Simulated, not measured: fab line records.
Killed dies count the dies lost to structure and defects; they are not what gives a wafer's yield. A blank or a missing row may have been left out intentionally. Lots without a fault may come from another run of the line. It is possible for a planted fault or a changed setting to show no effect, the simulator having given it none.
A struck lot beside a sound one + flow nandHarc + 15 out of 1159 route steps
Sound: the wafers L994.2, L994.4, L994.6. The struck wafers were L990.3, L990.5, L990.6. At the end, the cause is stated.
Per side, at each step with rows, come the tool, then ch with its chambers, and then its first start. Under that, the readings that differ: sound wafers + struck wafers + difference of the means + sigmas: that difference in standard deviations of wafers without a fault.
alike: same words and numbers on both sides, and readings whose means sit less than 2 such deviations apart. not compared: any withheld reading, any reading some wafer has no value for, any bound like >300 that may hide the same value, and any number with overlapping values for which the record gives no deviation.
A row with sigmas, a row that says differs or no value, or rows on one side alone: a step with any of these is where the two part. Non-overlapping numbers with no deviation appear without sigmas and do not part them. A reading missing from all wafers of one side parts the sides only when that side holds two or more wafers.

first, 2 steps without rows for these wafers: NHARC_A_CHANNEL_HOLE_D1_ETCH_39 (etches the open film in N2/H2, target depth 260 nm, time 325 s); NHARC_A_CHANNEL_HOLE_D1_ETCH_34 (etches the open film in CF4/CHF3, target depth 154 nm, time 77 s).
NHARC_A_CHANNEL_HOLE_D1_ETCH_16: etches the open film in O2/COS, target depth 3100 nm, time 806 s.
  sound: rieDiel-12 ch 0,1,2; struck: rieDiel-04 ch 0,1,3
  alike: biasW, chamberPressureMTorr, drypumpMotorCurrentA, oesProductAu, rfVppV, showerheadPlenumPTorr, throttleValvePct
  not compared: rfHoursCounterH
NHARC_A_CHANNEL_HOLE_D1_CD_MEAS_18:
  sound on cdSem-03 at day 13 04:31; struck on cdSem-02 at day 12 06:52
| reading   | sound            | struck         | difference | sigmas |
|-----------|------------------|----------------|------------|--------|
| cdNm (nm) | 99.7 102.2 102.0 | 96.7 98.3 98.9 | -3.3       | -2     |
then, 2 steps without rows for these wafers: NHARC_A_CHANNEL_HOLE_D1_ETCH_19 (etches the open film in C4F8/O2/Ar, time 34.5 s); NHARC_A_CHANNEL_HOLE_D1_ETCH_20 (etches the open film in C4F8/O2/Ar, time 361.9 s, target depth 1600 nm).
NHARC_A_CHANNEL_HOLE_D1_ETCH_21: etches the open film in C4F8/O2/Ar, time 514.3 s, target depth 1600 nm.
  sound on harEtch-02 ch 0,1, day 13 05:00; struck on harEtch-01 ch 0,1, day 12 08:13
| reading              | sound                | struck               | difference | sigmas |
|----------------------|----------------------|----------------------|------------|--------|
| throttleValvePct (%) | 32.141 32.145 32.140 | 32.165 32.155 32.163 | +0.019     | +2     |
  alike: c4f8FlowSccm, chamberPressureMTorr, drypumpMotorCurrentA, heBacksideLeakSccm, showerheadPlenumPTorr
  not compared: rfHoursCounterH
NHARC_A_CHANNEL_HOLE_D1_ETCH_22: etches the open film in C4F8/O2/Ar, time 666.7 s, target depth 1600 nm.
  sound on harEtch-02 ch 0,1, day 13 05:27; struck on harEtch-01 ch 0,1, day 12 08:42
| reading                   | sound       | struck       | difference | sigmas |
|---------------------------|-------------|--------------|------------|--------|
| heBacksideLeakSccm (sccm) | 5.9 5.5 5.3 | 5.4 11.4 5.5 | +1.9       | +3     |
  alike: c4f8FlowSccm, chamberPressureMTorr, drypumpMotorCurrentA, showerheadPlenumPTorr, throttleValvePct
  not compared: rfHoursCounterH
NHARC_A_CHANNEL_HOLE_D1_ETCH_23: etches the open film in C4F8/O2/Ar, time 819 s, target depth 1600 nm.
  sound on harEtch-02 ch 0,1, day 13 06:01; struck on harEtch-01 ch 0,1, day 12 09:19
  alike: c4f8FlowSccm, chamberPressureMTorr, drypumpMotorCurrentA, heBacksideLeakSccm, showerheadPlenumPTorr, throttleValvePct
  not compared: rfHoursCounterH
NHARC_A_CHANNEL_HOLE_D1_ETCH_24: etches the open film in C4F8/O2/Ar, time 906.2 s, target depth 1500 nm.
  sound on harEtch-02 ch 0,1, day 13 06:41; struck on harEtch-01 ch 0,1, day 12 10:01
  alike: c4f8FlowSccm, chamberPressureMTorr, drypumpMotorCurrentA, heBacksideLeakSccm, showerheadPlenumPTorr, throttleValvePct
  not compared: rfHoursCounterH
then, 2 steps without rows for these wafers: NHARC_A_CHANNEL_HOLE_D1_ETCH_25 (etches the open film in C4F8/O2/Ar, time 1040.2 s, target depth 1500 nm); NHARC_A_CHANNEL_HOLE_D1_ETCH_26 (etches the open film in C4F8/O2/Ar, time 224.1 s, target depth 300 nm).
NHARC_A_CHANNEL_HOLE_D1_ETCH_33: etches the open film in C4F8/O2/Ar, time 90 s, target depth 400 nm.
  sound on harEtch-02 ch 0,1, day 13 08:31; struck on harEtch-01 ch 0,1, day 12 11:41
  no value came back on the struck wafers for any of 6 readings (biasV (V), c4f8FlowSccm (sccm) and others); on the sound wafers biasV (V) reads 406 400 404
  not compared: rfHoursCounterH
then, 1 step without rows for these wafers: NHARC_A_CHANNEL_HOLE_D1_STRIP_41 (strips in N2/H2).
-- break in the record here, with 11 days between the starts of the struck wafers on either side (left off in module A_CHANNEL_HOLE_D1, picked up again in module END, where the first step shown is number 1159 on the route) --
NHARC_END_SORT_01:
  sound on prober-01 ch 0, day 23 20:40; struck on prober-01 ch 0, day 23 04:48
| reading       | sound    | struck  | difference | sigmas |
|---------------|----------|---------|------------|--------|
| killedAtArray | 28 41 37 | 675 676 | +640       | +58    |
| killedDies    | 29 46 40 | 677 677 | +639       | +58    |
  alike: killedAtOther, killedAtPeriphery, killedOpen, killedShort

WHERE THEY PART
Earliest at NHARC_A_CHANNEL_HOLE_D1_CD_MEAS_18; latest, in this record, at NHARC_END_SORT_01.

WHY: what the simulator had put in
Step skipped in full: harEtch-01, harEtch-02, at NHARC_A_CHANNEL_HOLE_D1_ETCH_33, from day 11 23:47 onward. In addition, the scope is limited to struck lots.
